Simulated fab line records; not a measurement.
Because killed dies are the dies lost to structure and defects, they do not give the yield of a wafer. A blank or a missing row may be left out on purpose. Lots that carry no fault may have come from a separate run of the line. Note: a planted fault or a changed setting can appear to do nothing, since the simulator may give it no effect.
Commonality check across tools + flow nand harc + 14 lots and 42 wafers in the sample

## REASON FOR OPENING
On 3 of the 14 lots, a flag is raised at NHARC_END_SORT_01 on the reading killed at array. Wafers without a fault read 29, standard deviation 13.
Rule: a lot gets a flag if all its wafers with a number sit over 4 standard deviations from that mean, or if no wafer of it has a number. As for the other lots, they are considered sound.

| lot  | measured     | on        | killed at array, wafer by wafer | flag    |
|------|--------------|-----------|---------------------------------|---------|
| L429 | day 19 14:54 | prober-02 | 26 27 23                        |         |
| L428 | day 20 00:19 | prober-01 | 19 18 32                        |         |
| L431 | day 20 22:35 | prober-01 | 13 15 14                        |         |
| L434 | day 21 07:10 | prober-01 | 36 39 45                        |         |
| L432 | day 21 07:56 | prober-02 | 24 27 23                        |         |
| L433 | day 21 14:54 | prober-02 | 17 13 12                        |         |
| L435 | day 22 01:38 | prober-02 | 47 45 41                        |         |
| L439 | day 22 09:26 | prober-02 | 19 18 15                        |         |
| L438 | day 22 17:56 | prober-02 | 33 37 34                        |         |
| L440 | day 23 01:42 | prober-01 | 670 670 671                     | FLAGGED |
| L436 | day 23 05:22 | prober-01 | 667 671 671                     | FLAGGED |
| L443 | day 23 17:43 | prober-02 | 674 668 670                     | FLAGGED |
| L448 | day 24 12:31 | prober-01 | 15 14 13                        |         |
| L447 | day 24 21:51 | prober-02 | 19 14 11                        |         |
On average the flagged lots' numbers are 670, which is +641 against the usual, or +49 standard deviations.

## WHICH TOOL RAN EACH LOT
Before the reading, the record contains 2 process steps out of a 1159-step route. Cell contents, in order: the tool; ch with the chambers the sampled wafers went through; the start.
| lot  | flag    | NHARC_A_ZERO_WELL_ETCH_13        | NHARC_A_CHANNEL_HOLE_D1_DEP_00                                  |
|------|---------|----------------------------------|-----------------------------------------------------------------|
| L429 |         | rie si-03 ch 0,1,2, day 7 07:40  | acl dep-01 ch 0, day 8 20:53                                    |
| L428 |         | rie si-05 ch 0,1,3, day 7 07:31  | acl dep-03 ch 0, day 8 21:19                                    |
| L431 |         | rie si-04 ch 1,2, day 7 22:16    | acl dep-03 ch 0, day 9 11:36                                    |
| L434 |         | rie si-03 ch 0,1,2, day 8 13:44  | acl dep-01 ch 0, day 10 02:38                                   |
| L432 |         | rie si-05 ch 0,1,2, day 8 04:39  | acl dep-02 ch 0, day 9 17:20                                    |
| L433 |         | rie si-05 ch 0,1, day 8 12:32    | acl dep-02 ch 0, day 10 03:53                                   |
| L435 |         | rie si-03 ch 1,3, day 8 20:28    | acl dep-01 ch 0, day 10 09:13                                   |
| L439 |         | rie si-03 ch 1,2,3, day 9 23:17  | acl dep-02 ch 0, day 11 11:52                                   |
| L438 |         | rie si-04 ch 0,2,3, day 9 23:53  | acl dep-03 ch 0, day 11 12:35                                   |
| L440 | FLAGGED | rie si-03 ch 0,1,3, day 10 03:16 | acl dep-02 ch 0, day 11 17:16                                   |
| L436 | FLAGGED | rie si-04 ch 0,1,3, day 8 20:41  | acl dep-02 ch 0, day 10 10:38 and acl dep-01 ch 0, day 10 13:11 |
| L443 | FLAGGED | rie si-05 ch 1,2,3, day 10 18:37 | acl dep-01 ch 0, day 12 08:34 and acl dep-03 ch 0, day 12 11:23 |
| L448 |         | rie si-03 ch 0,2,3, day 11 17:34 | acl dep-02 ch 0, day 13 09:17                                   |
| L447 |         | rie si-04 ch 0,3, day 11 18:39   | acl dep-03 ch 0, day 13 06:44                                   |
What the steps here do:
- NHARC_A_ZERO_WELL_ETCH_13: etches the open film in HBr/Cl2, target depth 120 nm, time 40.1 s.
- NHARC_A_CHANNEL_HOLE_D1_DEP_00: deposits aC, target thk 3100 nm.
- NHARC_END_SORT_01

## FLAGGED AGAINST TOTAL, ONE TOOL AT A TIME (gauges that did the reading follow at the end)
| step                           | tool       | lots run | flagged | share of the flagged lots | sound lots run after its first flagged lot |
|--------------------------------|------------|----------|---------|---------------------------|--------------------------------------------|
| NHARC_A_ZERO_WELL_ETCH_13      | rie si-03  | 6        | 1       | some                      | 1 (L448)                                   |
| NHARC_A_ZERO_WELL_ETCH_13      | rie si-04  | 4        | 1       | some                      | 2 (L438,L447)                              |
| NHARC_A_ZERO_WELL_ETCH_13      | rie si-05  | 4        | 1       | some                      | 0                                          |
| NHARC_A_CHANNEL_HOLE_D1_DEP_00 | acl dep-01 | 5        | 2       | some                      | 0                                          |
| NHARC_A_CHANNEL_HOLE_D1_DEP_00 | acl dep-02 | 6        | 2       | some                      | 2 (L439,L448)                              |
| NHARC_A_CHANNEL_HOLE_D1_DEP_00 | acl dep-03 | 5        | 1       | some                      | 1 (L447)                                   |
| NHARC_END_SORT_01              | prober-01  | 6        | 2       | some                      | 1 (L448)                                   |
| NHARC_END_SORT_01              | prober-02  | 8        | 1       | some                      | 1 (L447)                                   |

## WHAT THE TABLE PERMITS
No row of the table ran every flagged lot.

## WHAT THE SIMULATOR HAD PUT IN
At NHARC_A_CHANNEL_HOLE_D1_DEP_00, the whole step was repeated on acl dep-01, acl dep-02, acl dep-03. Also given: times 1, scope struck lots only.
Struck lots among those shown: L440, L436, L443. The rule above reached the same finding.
